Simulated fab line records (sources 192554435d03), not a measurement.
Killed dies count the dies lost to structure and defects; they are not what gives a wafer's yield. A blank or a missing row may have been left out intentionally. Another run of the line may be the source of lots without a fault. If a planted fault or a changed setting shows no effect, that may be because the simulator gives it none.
One fault through the eyes of 2 desks    flow n5 finfet    every desk sees just its own numbers, and what lay behind them comes last

## FROM THE METROLOGY DESK
What the gauges read, lot by lot, whatever tool the lot ran on: means of the sampled wafers that have a number. Any lot whose mean is over 4 standard deviations away from the usual mean is out of limits and marked OUT; that distance is given in the brackets. Only the readings that lie furthest out on some lot appear, 7 of the 11 it has.
Columns: A = DIBL_N at N5_BEOL_M4_RC_MEAS_101, usual 36.3 mV/V; B = DIBL_P at N5_BEOL_M4_RC_MEAS_101, usual 36.3 mV/V; C = IOFF_N at N5_BEOL_M4_RC_MEAS_101, usual 0.155 nA/um; D = ION_N at N5_BEOL_M4_RC_MEAS_101, usual 672 uA/um; E = ION_P at N5_BEOL_M4_RC_MEAS_101, usual 462 uA/um; F = VT_N at N5_BEOL_M4_RC_MEAS_101, usual 249.9 mV; G = VT_P at N5_BEOL_M4_RC_MEAS_101, usual -249.8 mV
lot   first seen here  A     B     C      D    E    F      G
L547  day 8 07:50      37.4  36.2  0.149  671  458  251.4  -251.1
L551  day 9 00:29      36.5  36.3  0.158  672  469  249.2  -246.7
L552  day 9 03:41      35.8  35.2  0.157  684  463  249.9  -251.5
L553  day 9 11:04      37.6  36.5  0.161  674  455  248.8  -253.1
L554  day 9 21:31      36.8  36.5  0.172  679  460  248.7  -249.0
L559  day 13 15:29     35.4  34.2  0.143  664  456  250.3  -251.8
L560  day 14 01:56     35.8  36.0  0.130  656  458  254.5  -249.0
L564  day 14 14:05     36.2  36.3  0.168  688  471  246.1  -247.6
L562  day 14 18:52     35.4  36.4  0.154  671  463  248.9  -247.9
L568  day 14 23:17     34.7  37.0  0.158  669  469  249.5  -246.8
Result from this desk: across the 10 lots, nothing is out of limits.

## TOOL OWNER'S DESK, cvd co-02
The tool's own readings at N5_BEOL_M3_CVD_47 (deposits Co from CCTBA/H2, target thk 3 nm, time 223.8 s): means of the sampled wafers that have a number, for each lot that ran on this tool. Any lot whose mean is over 4 standard deviations away from the usual mean is out of limits and marked OUT; that distance is given in the brackets.
Columns: A = run length s at N5_BEOL_M3_CVD_47, usual 246.8 s
lot   first seen here  A
L547  day 8 08:34      246.9
L553  day 9 12:19      246.7
L559  day 13 16:16     191.8 (-99 or more) OUT
L560  day 14 02:38     192.4 (-99 or more) OUT
This desk's verdict: out of limits on L559, L560, starting with L559 at day 13 16:16 (run length s at N5_BEOL_M3_CVD_47). Within limits: L547, L553.

## TAKEN TOGETHER
The tool owner's desk had the chance to raise an alarm at day 13 16:16 on L559, L560.
From the metrology desk's view, nothing was out of limits.
The metrology desk has L559, L560 on record, within its limits.
N5_BEOL_M3_CVD_47 was run on cvd co-02 by each of the lots named.

## WHAT THE SIMULATOR HAD PUT IN
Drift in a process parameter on cvd co-02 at N5_BEOL_M3_CVD_47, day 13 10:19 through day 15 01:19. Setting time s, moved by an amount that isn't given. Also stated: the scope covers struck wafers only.
Shown lots that were struck: L559, L560.
Hours from the fault's start to each desk's first reading out of limits: the tool owner's desk, 6.
